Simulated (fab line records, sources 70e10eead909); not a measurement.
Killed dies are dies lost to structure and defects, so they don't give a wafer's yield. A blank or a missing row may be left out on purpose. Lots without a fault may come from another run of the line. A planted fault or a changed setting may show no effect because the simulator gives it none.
Chamber matching | flow nand_harc | NHARC_P_M0_PRE_CLEAN_31 on pecvd-03: 3 sister chambers
The step time 12 s. 6 wafers are shown with their chamber, then 9 later ones without.

WAFERS WITH THEIR CHAMBER
wafer  | chamber | heater_power_w (W) | heater_power_outer_w (W)
L077.2 | 2       | 811                | 459
L084.2 | 1       | 656                | 365
L085.2 | 2       | 827                | 469
L089.1 | 1       | 654                | 352
L089.2 | 0       | 616                | 345
L089.5 | 0       | 628                | 345

WAFERS WITHOUT THEIR CHAMBER
wafer  | heater_power_w (W) | heater_power_outer_w (W)
L091.1 | 611                | 330
L091.3 | 584                | 313
L091.5 | 615                | 334
L093.2 | 559                | 286
L093.3 | 661                | 359
L093.5 | 790                | 437
L097.3 | 597                | 322
L097.4 | 815                | 461
L097.6 | 586                | 315

WHICH CHAMBER EACH WENT THROUGH
wafer  | from the rows above | in truth
L091.1 | 0                   | 0
L091.3 | 0                   | 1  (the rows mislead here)
L091.5 | 0                   | 0
L093.2 | 0                   | 0
L093.3 | 1                   | 1
L093.5 | 2                   | 2
L097.3 | 0                   | 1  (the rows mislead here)
L097.4 | 2                   | 2
L097.6 | 0                   | 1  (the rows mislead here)
Placed correctly: 6 of 9. Can't be placed from these rows: 0. Placed wrongly: 3.
How it was worked out, from the rows above alone: a wafer's distance from a chamber is the root of the sum, over the readings, of the square of ((its reading less the chamber's mean) divided by the reading's scatter). The wafer belongs to the nearest chamber; if the next one is less than 2 further off, it can't be placed. A chamber's mean is the mean of its shown wafers. The scatter: the root of (the sum of the squares of (reading less its chamber's mean) over the shown wafers, divided by (wafers less chambers)).
